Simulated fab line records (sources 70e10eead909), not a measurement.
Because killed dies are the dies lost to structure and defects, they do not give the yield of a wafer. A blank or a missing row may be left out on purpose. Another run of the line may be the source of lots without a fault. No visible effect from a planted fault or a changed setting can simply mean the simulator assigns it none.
Which of the tools did it? || flow nand-harc || 12 lots with 34 wafers sampled at 5 steps, on a route of 1302 steps

WHAT EACH GAUGE READ, for each wafer
NHARC_END_SORT_01. Usual: killed-at-array 44, standard deviation 16; killed-at-other 0.6, standard deviation 1.1; killed-at-periphery 3.9, standard deviation 2.6; killed-dies 48, standard deviation 16; killed-open 3.1, standard deviation 1.9; killed-short 2.4, standard deviation 1.8.
{"lot": "L487", "measured": "day 25 01:07", "on": "prober-01", "killed-at-array": "63 61 64", "killed-at-other": "0 0 0", "killed-at-periphery": "4 6 2", "killed-dies": "67 67 66", "killed-open": "2 5 6", "killed-short": "3 1 5", "flag": ""}
{"lot": "L493", "measured": "day 27 14:44", "on": "prober-01", "killed-at-array": 42, "killed-at-other": 2, "killed-at-periphery": 3, "killed-dies": 47, "killed-open": 4, "killed-short": 7, "flag": ""}

WHICH TOOL RAN EACH LOT (tool, then ch and the chambers of the sampled wafers, then the start)
{"lot": "L486", "NHARC_A_CHANNEL_HOLE_D2_ETCH_23": "har-etch-01 ch 0,1, day 13 06:03", "NHARC_A_CHANNEL_FILL_D2_ALD_03": "ald-sin-batch-02 ch 0, day 14 10:20 or earlier", "NHARC_A_CHANNEL_FILL_D2_ETCHBACK_19": "rie-si-02 ch 0,1,3, day 14 10:20", "NHARC_A_CHANNEL_FILL_D2_STRIP_29": "rie-diel-06 ch 0,3, no start"}
{"lot": "L487", "NHARC_A_CHANNEL_HOLE_D2_ETCH_23": "har-etch-02 ch 1, day 13 08:32", "NHARC_A_CHANNEL_FILL_D2_ALD_03": "ald-sin-batch-02 ch 0, day 14 17:03 or earlier", "NHARC_A_CHANNEL_FILL_D2_ETCHBACK_19": "rie-si-06 ch 1,3, day 14 17:03", "NHARC_A_CHANNEL_FILL_D2_STRIP_29": "rie-diel-06 ch 1,2,3, day 25 01:07 or earlier"}
{"lot": "L488", "NHARC_A_CHANNEL_HOLE_D2_ETCH_23": "har-etch-02 ch 0,1, day 14 13:34", "NHARC_A_CHANNEL_FILL_D2_ALD_03": "ald-sin-batch-02 ch 0, day 15 18:22 or earlier", "NHARC_A_CHANNEL_FILL_D2_ETCHBACK_19": "rie-si-02 ch 0,2,3, day 15 18:22", "NHARC_A_CHANNEL_FILL_D2_STRIP_29": "rie-diel-01 ch 0,2,3, no start"}
{"lot": "L493", "NHARC_A_CHANNEL_HOLE_D2_ETCH_23": "har-etch-01 ch 0,1, day 16 08:55", "NHARC_A_CHANNEL_FILL_D2_ALD_03": "ald-sin-batch-01 ch 0, day 17 14:53 or earlier", "NHARC_A_CHANNEL_FILL_D2_ETCHBACK_19": "rie-si-02 ch 0,2, day 17 14:53", "NHARC_A_CHANNEL_FILL_D2_STRIP_29": "rie-diel-06 ch 2,3, day 27 14:44 or earlier"}
{"lot": "L495", "NHARC_A_CHANNEL_HOLE_D2_ETCH_23": "har-etch-01 ch 0,1, day 17 02:40", "NHARC_A_CHANNEL_FILL_D2_ALD_03": "ald-sin-batch-02 ch 0, day 18 07:09 or earlier", "NHARC_A_CHANNEL_FILL_D2_ETCHBACK_19": "rie-si-02 ch 2,3, day 18 07:09", "NHARC_A_CHANNEL_FILL_D2_STRIP_29": "rie-diel-06 ch 2,3, no start"}
{"lot": "L502", "NHARC_A_CHANNEL_HOLE_D2_ETCH_23": "har-etch-01 ch 0,1, day 20 06:26", "NHARC_A_CHANNEL_FILL_D2_ALD_03": "ald-sin-batch-02 ch 0, day 21 11:30 or earlier", "NHARC_A_CHANNEL_FILL_D2_ETCHBACK_19": "rie-si-05 ch 2,3, day 21 11:30", "NHARC_A_CHANNEL_FILL_D2_STRIP_29": "rie-diel-03 ch 0,1, no start"}
{"lot": "L503", "NHARC_A_CHANNEL_HOLE_D2_ETCH_23": "har-etch-02 ch 0,1, day 20 09:52", "NHARC_A_CHANNEL_FILL_D2_ALD_03": "ald-sin-batch-01 ch 0, day 21 20:58 or earlier", "NHARC_A_CHANNEL_FILL_D2_ETCHBACK_19": "rie-si-02 ch 0,2, day 21 20:58", "NHARC_A_CHANNEL_FILL_D2_STRIP_29": "rie-diel-03 ch 1,2,3, no start"}
{"lot": "L504", "NHARC_A_CHANNEL_HOLE_D2_ETCH_23": "har-etch-01 ch 1, day 20 10:29", "NHARC_A_CHANNEL_FILL_D2_ALD_03": "ald-sin-batch-01 ch 0, day 21 20:57 or earlier", "NHARC_A_CHANNEL_FILL_D2_ETCHBACK_19": "rie-si-05 ch 0,1, day 21 20:57", "NHARC_A_CHANNEL_FILL_D2_STRIP_29": "rie-diel-06 ch 1,2, day 22 14:38"}
{"lot": "L506", "NHARC_A_CHANNEL_HOLE_D2_ETCH_23": "har-etch-02 ch 0,1, day 21 08:51", "NHARC_A_CHANNEL_FILL_D2_ALD_03": "ald-sin-batch-03 ch 0, day 22 13:44 or earlier", "NHARC_A_CHANNEL_FILL_D2_ETCHBACK_19": "rie-si-02 ch 0,3, day 22 13:44", "NHARC_A_CHANNEL_FILL_D2_STRIP_29": "rie-diel-06 ch 0,1,3, no start"}
{"lot": "L507", "NHARC_A_CHANNEL_HOLE_D2_ETCH_23": "har-etch-02 ch 0,1, day 22 01:47", "NHARC_A_CHANNEL_FILL_D2_ALD_03": "ald-sin-batch-02 ch 0, day 23 09:40 or earlier", "NHARC_A_CHANNEL_FILL_D2_ETCHBACK_19": "rie-si-06 ch 2,3, day 23 09:40", "NHARC_A_CHANNEL_FILL_D2_STRIP_29": "rie-diel-03 ch 1,2,3, no start"}
{"lot": "L508", "NHARC_A_CHANNEL_HOLE_D2_ETCH_23": "har-etch-01 ch 0,1, day 22 02:11", "NHARC_A_CHANNEL_FILL_D2_ALD_03": "ald-sin-batch-02 ch 0, day 23 09:39 or earlier", "NHARC_A_CHANNEL_FILL_D2_ETCHBACK_19": "rie-si-02 ch 0,1,2, day 23 09:39", "NHARC_A_CHANNEL_FILL_D2_STRIP_29": "rie-diel-01 ch 1,2,3, no start"}
{"lot": "L509", "NHARC_A_CHANNEL_HOLE_D2_ETCH_23": "har-etch-02 ch 0,1, day 23 06:55", "NHARC_A_CHANNEL_FILL_D2_ALD_03": "ald-sin-batch-01 ch 0, day 24 11:44 or earlier", "NHARC_A_CHANNEL_FILL_D2_ETCHBACK_19": "rie-si-02 ch 0,2, day 24 11:44", "NHARC_A_CHANNEL_FILL_D2_STRIP_29": "rie-diel-03 ch 0,2,3, no start"}
- NHARC_A_CHANNEL_HOLE_D2_ETCH_23: etches the open film in C4F8/O2/Ar, time 819 s, target depth 1600 nm.
- NHARC_A_CHANNEL_FILL_D2_ALD_03: deposits SiNx, target thk 6 nm, pulse time 60 s, ald cycles 58.
- NHARC_A_CHANNEL_FILL_D2_ETCHBACK_19: etches the open film in HBr/Cl2, target depth 5 nm, time 1.7 s.
- NHARC_A_CHANNEL_FILL_D2_STRIP_29: strips in O2, time 20 s.

WHAT THE TOOLS THEMSELVES READ (means of the sampled wafers that have a number; where no wafer has one, the mark that the record gives instead)
NHARC_A_CHANNEL_HOLE_D2_ETCH_23. Usual: drypump-motor-current-A 5.89 A, standard deviation 0.16; he-backside-leak-sccm 6.5 sccm, standard deviation 0.8; showerhead-plenum-p-Torr 3.66 Torr, standard deviation 0.15; throttle-valve-pct 32.155 %, standard deviation 0.0092.
{"lot": "L486", "tool": "har-etch-01", "drypump-motor-current-A (A)": 5.99, "he-backside-leak-sccm (sccm)": 6.2, "showerhead-plenum-p-Torr (Torr)": 3.64, "throttle-valve-pct (%)": 32.157, "flag": ""}
{"lot": "L487", "tool": "har-etch-02", "drypump-motor-current-A (A)": 5.64, "he-backside-leak-sccm (sccm)": 8.8, "showerhead-plenum-p-Torr (Torr)": 3.65, "throttle-valve-pct (%)": 32.154, "flag": ""}
{"lot": "L488", "tool": "har-etch-02", "drypump-motor-current-A (A)": 5.70, "he-backside-leak-sccm (sccm)": 7.2, "showerhead-plenum-p-Torr (Torr)": 3.74, "throttle-valve-pct (%)": 32.154, "flag": ""}
{"lot": "L493", "tool": "har-etch-01", "drypump-motor-current-A (A)": 6.03, "he-backside-leak-sccm (sccm)": 6.3, "showerhead-plenum-p-Torr (Torr)": 3.58, "throttle-valve-pct (%)": 32.147, "flag": ""}
{"lot": "L495", "tool": "har-etch-01", "drypump-motor-current-A (A)": 6.01, "he-backside-leak-sccm (sccm)": 6.5, "showerhead-plenum-p-Torr (Torr)": 3.58, "throttle-valve-pct (%)": 32.160, "flag": ""}
{"lot": "L502", "tool": "har-etch-01", "drypump-motor-current-A (A)": 6.05, "he-backside-leak-sccm (sccm)": 6.9, "showerhead-plenum-p-Torr (Torr)": 3.52, "throttle-valve-pct (%)": 32.146, "flag": ""}
{"lot": "L503", "tool": "har-etch-02", "drypump-motor-current-A (A)": 5.73, "he-backside-leak-sccm (sccm)": 5.6, "showerhead-plenum-p-Torr (Torr)": 3.70, "throttle-valve-pct (%)": 32.162, "flag": ""}
{"lot": "L504", "tool": "har-etch-01", "drypump-motor-current-A (A)": 6.04, "he-backside-leak-sccm (sccm)": 8.1, "showerhead-plenum-p-Torr (Torr)": 3.46, "throttle-valve-pct (%)": 32.161, "flag": ""}
{"lot": "L506", "tool": "har-etch-02", "drypump-motor-current-A (A)": 5.75, "he-backside-leak-sccm (sccm)": 5.9, "showerhead-plenum-p-Torr (Torr)": 3.69, "throttle-valve-pct (%)": 32.153, "flag": ""}
{"lot": "L507", "tool": "har-etch-02", "drypump-motor-current-A (A)": 5.82, "he-backside-leak-sccm (sccm)": 5.8, "showerhead-plenum-p-Torr (Torr)": 3.78, "throttle-valve-pct (%)": 32.166, "flag": ""}
{"lot": "L508", "tool": "har-etch-01", "drypump-motor-current-A (A)": 6.05, "he-backside-leak-sccm (sccm)": 7.2, "showerhead-plenum-p-Torr (Torr)": 3.51, "throttle-valve-pct (%)": 32.148, "flag": ""}
{"lot": "L509", "tool": "har-etch-02", "drypump-motor-current-A (A)": 5.72, "he-backside-leak-sccm (sccm)": 6.1, "showerhead-plenum-p-Torr (Torr)": 3.68, "throttle-valve-pct (%)": 32.163, "flag": ""}

NHARC_A_CHANNEL_FILL_D2_ALD_03. Usual: precursor-pulse-height-rel 0.998, standard deviation 0.021.
{"lot": "L486", "tool": "ald-sin-batch-02", "precursor-pulse-height-rel": 0.977, "flag": ""}
{"lot": "L487", "tool": "ald-sin-batch-02", "precursor-pulse-height-rel": 1.011, "flag": ""}
{"lot": "L488", "tool": "ald-sin-batch-02", "precursor-pulse-height-rel": 0.998, "flag": ""}
{"lot": "L493", "tool": "ald-sin-batch-01", "precursor-pulse-height-rel": 1.004, "flag": ""}
{"lot": "L495", "tool": "ald-sin-batch-02", "precursor-pulse-height-rel": 1.006, "flag": ""}
{"lot": "L502", "tool": "ald-sin-batch-02", "precursor-pulse-height-rel": 1.001, "flag": ""}
{"lot": "L503", "tool": "ald-sin-batch-01", "precursor-pulse-height-rel": 0.997, "flag": ""}
{"lot": "L504", "tool": "ald-sin-batch-01", "precursor-pulse-height-rel": 0.978, "flag": ""}
{"lot": "L506", "tool": "ald-sin-batch-03", "precursor-pulse-height-rel": 1.001, "flag": ""}
{"lot": "L507", "tool": "ald-sin-batch-02", "precursor-pulse-height-rel": 1.003, "flag": ""}
{"lot": "L508", "tool": "ald-sin-batch-02", "precursor-pulse-height-rel": 1.007, "flag": ""}
{"lot": "L509", "tool": "ald-sin-batch-01", "precursor-pulse-height-rel": 1.003, "flag": ""}

NHARC_A_CHANNEL_FILL_D2_ETCHBACK_19. Usual: drypump-motor-current-A 5.8 A, standard deviation 0.51; he-backside-leak-sccm 2.68 sccm, standard deviation 0.26; mfc-cl2-sccm 50.00 sccm, standard deviation 0.16; oes-product-au 1.002 a.u., standard deviation 0.0082; throttle-valve-pct 26.406 %, standard deviation 0.0097.
{"lot": "L486", "tool": "rie-si-02", "drypump-motor-current-A (A)": 5.7, "he-backside-leak-sccm (sccm)": 2.56, "mfc-cl2-sccm (sccm)": 50.02, "oes-product-au (a.u.)": 0.999, "throttle-valve-pct (%)": 26.411, "flag": ""}
{"lot": "L487", "tool": "rie-si-06", "drypump-motor-current-A (A)": 6.2, "he-backside-leak-sccm (sccm)": 2.78, "mfc-cl2-sccm (sccm)": 50.09, "oes-product-au (a.u.)": 1.001, "throttle-valve-pct (%)": 26.405, "flag": ""}
{"lot": "L488", "tool": "rie-si-02", "drypump-motor-current-A (A)": 5.7, "he-backside-leak-sccm (sccm)": 2.72, "mfc-cl2-sccm (sccm)": 49.90, "oes-product-au (a.u.)": 0.998, "throttle-valve-pct (%)": 26.409, "flag": ""}
{"lot": "L493", "tool": "rie-si-02", "drypump-motor-current-A (A)": 5.3, "he-backside-leak-sccm (sccm)": 2.63, "mfc-cl2-sccm (sccm)": 50.22, "oes-product-au (a.u.)": 0.782, "throttle-valve-pct (%)": 26.410, "flag": "OFF"}
{"lot": "L495", "tool": "rie-si-02", "drypump-motor-current-A (A)": 6.0, "he-backside-leak-sccm (sccm)": 2.77, "mfc-cl2-sccm (sccm)": 50.00, "oes-product-au (a.u.)": 0.891, "throttle-valve-pct (%)": 26.402, "flag": "OFF"}
{"lot": "L502", "tool": "rie-si-05", "drypump-motor-current-A (A)": 5.4, "he-backside-leak-sccm (sccm)": 2.53, "mfc-cl2-sccm (sccm)": 49.94, "oes-product-au (a.u.)": 1.007, "throttle-valve-pct (%)": 26.398, "flag": ""}
{"lot": "L503", "tool": "rie-si-02", "drypump-motor-current-A (A)": 5.5, "he-backside-leak-sccm (sccm)": 2.66, "mfc-cl2-sccm (sccm)": 50.01, "oes-product-au (a.u.)": 1.000, "throttle-valve-pct (%)": 26.409, "flag": ""}
{"lot": "L504", "tool": "rie-si-05", "drypump-motor-current-A (A)": 5.2, "he-backside-leak-sccm (sccm)": 2.59, "mfc-cl2-sccm (sccm)": 49.85, "oes-product-au (a.u.)": 1.005, "throttle-valve-pct (%)": 26.408, "flag": ""}
{"lot": "L506", "tool": "rie-si-02", "drypump-motor-current-A (A)": 5.4, "he-backside-leak-sccm (sccm)": 2.59, "mfc-cl2-sccm (sccm)": 49.99, "oes-product-au (a.u.)": 1.000, "throttle-valve-pct (%)": 26.412, "flag": ""}
{"lot": "L507", "tool": "rie-si-06", "drypump-motor-current-A (A)": 6.3, "he-backside-leak-sccm (sccm)": 2.81, "mfc-cl2-sccm (sccm)": 50.05, "oes-product-au (a.u.)": 0.999, "throttle-valve-pct (%)": 26.404, "flag": ""}
{"lot": "L508", "tool": "rie-si-02", "drypump-motor-current-A (A)": 5.5, "he-backside-leak-sccm (sccm)": 2.80, "mfc-cl2-sccm (sccm)": 50.07, "oes-product-au (a.u.)": 1.002, "throttle-valve-pct (%)": 26.405, "flag": ""}
{"lot": "L509", "tool": "rie-si-02", "drypump-motor-current-A (A)": 5.5, "he-backside-leak-sccm (sccm)": 2.63, "mfc-cl2-sccm (sccm)": 50.05, "oes-product-au (a.u.)": 0.988, "throttle-valve-pct (%)": 26.401, "flag": ""}

NHARC_A_CHANNEL_FILL_D2_STRIP_29. Usual: drypump-motor-current-A 5.5 A, standard deviation 0.44; oes-product-au 0.997 a.u., standard deviation 0.0088; rf-vpp-V 57.9 V, standard deviation 0.82; showerhead-plenum-p-Torr 3.52 Torr, standard deviation 0.12; throttle-valve-pct 17.036 %, standard deviation 0.0086.
{"lot": "L486", "tool": "rie-diel-06", "drypump-motor-current-A (A)": 5.4, "oes-product-au (a.u.)": 0.993, "rf-vpp-V (V)": 57.9, "showerhead-plenum-p-Torr (Torr)": 3.68, "throttle-valve-pct (%)": 17.043, "flag": ""}
{"lot": "L487", "tool": "rie-diel-06", "drypump-motor-current-A (A)": 5.6, "oes-product-au (a.u.)": 0.996, "rf-vpp-V (V)": 58.1, "showerhead-plenum-p-Torr (Torr)": 3.45, "throttle-valve-pct (%)": 17.039, "flag": ""}
{"lot": "L488", "tool": "rie-diel-01", "drypump-motor-current-A (A)": 6.0, "oes-product-au (a.u.)": 1.002, "rf-vpp-V (V)": 57.7, "showerhead-plenum-p-Torr (Torr)": 3.52, "throttle-valve-pct (%)": 17.041, "flag": ""}
{"lot": "L493", "tool": "rie-diel-06", "drypump-motor-current-A (A)": 5.7, "oes-product-au (a.u.)": 0.992, "rf-vpp-V (V)": 56.6, "showerhead-plenum-p-Torr (Torr)": 3.46, "throttle-valve-pct (%)": 17.033, "flag": ""}
{"lot": "L495", "tool": "rie-diel-06", "drypump-motor-current-A (A)": 5.7, "oes-product-au (a.u.)": 0.990, "rf-vpp-V (V)": 57.8, "showerhead-plenum-p-Torr (Torr)": 3.46, "throttle-valve-pct (%)": 17.041, "flag": ""}
{"lot": "L502", "tool": "rie-diel-03", "drypump-motor-current-A (A)": 5.8, "oes-product-au (a.u.)": 0.996, "rf-vpp-V (V)": 58.0, "showerhead-plenum-p-Torr (Torr)": 3.55, "throttle-valve-pct (%)": 17.033, "flag": ""}
{"lot": "L503", "tool": "rie-diel-03", "drypump-motor-current-A (A)": 5.2, "oes-product-au (a.u.)": 1.005, "rf-vpp-V (V)": 57.9, "showerhead-plenum-p-Torr (Torr)": 3.52, "throttle-valve-pct (%)": 17.030, "flag": ""}
{"lot": "L504", "tool": "rie-diel-06", "drypump-motor-current-A (A)": 5.4, "oes-product-au (a.u.)": 1.004, "rf-vpp-V (V)": 57.4, "showerhead-plenum-p-Torr (Torr)": 3.46, "throttle-valve-pct (%)": 17.033, "flag": ""}
{"lot": "L506", "tool": "rie-diel-06", "drypump-motor-current-A (A)": 5.5, "oes-product-au (a.u.)": 0.996, "rf-vpp-V (V)": 57.6, "showerhead-plenum-p-Torr (Torr)": 3.55, "throttle-valve-pct (%)": 17.028, "flag": ""}
{"lot": "L507", "tool": "rie-diel-03", "drypump-motor-current-A (A)": 5.2, "oes-product-au (a.u.)": 0.998, "rf-vpp-V (V)": 57.8, "showerhead-plenum-p-Torr (Torr)": 3.52, "throttle-valve-pct (%)": 17.031, "flag": ""}
{"lot": "L508", "tool": "rie-diel-01", "drypump-motor-current-A (A)": 5.6, "oes-product-au (a.u.)": 1.004, "rf-vpp-V (V)": 57.6, "showerhead-plenum-p-Torr (Torr)": 3.53, "throttle-valve-pct (%)": 17.037, "flag": ""}
{"lot": "L509", "tool": "rie-diel-03", "drypump-motor-current-A (A)": 5.3, "oes-product-au (a.u.)": 1.002, "rf-vpp-V (V)": 57.9, "showerhead-plenum-p-Torr (Torr)": 3.49, "throttle-valve-pct (%)": 17.033, "flag": ""}

THE ANSWER, worked out from the rows above alone
Rule: a lot counts as off when the mean over its wafers that have a number is more than 3 standard deviations away from the usual mean. Also off: a lot with no number at a reading for which 4 or more lots have one. Any other lot the step has rows for is counted as sound. After the gauges, taken in route order, come the tools' own readings; for these a lot's mean is taken, as printed above. The first step at which some lot is off is used, and at that step the reading that is off furthest; a lot without a number counts as furthest.
Off: L493, L495 (NHARC_A_CHANNEL_FILL_D2_ETCHBACK_19, oes-product-au).
A tool fits if, at that step or a process step before it, it ran every lot that is off, and no sound lot after the first of them. Because NHARC_A_CHANNEL_FILL_D2_ALD_03 lacks a start for some lots, the hours and order of its lots are taken from NHARC_A_CHANNEL_FILL_D2_ETCHBACK_19. None of those tried fits.

WHAT HAD BEEN PUT IN BY THE SIMULATOR
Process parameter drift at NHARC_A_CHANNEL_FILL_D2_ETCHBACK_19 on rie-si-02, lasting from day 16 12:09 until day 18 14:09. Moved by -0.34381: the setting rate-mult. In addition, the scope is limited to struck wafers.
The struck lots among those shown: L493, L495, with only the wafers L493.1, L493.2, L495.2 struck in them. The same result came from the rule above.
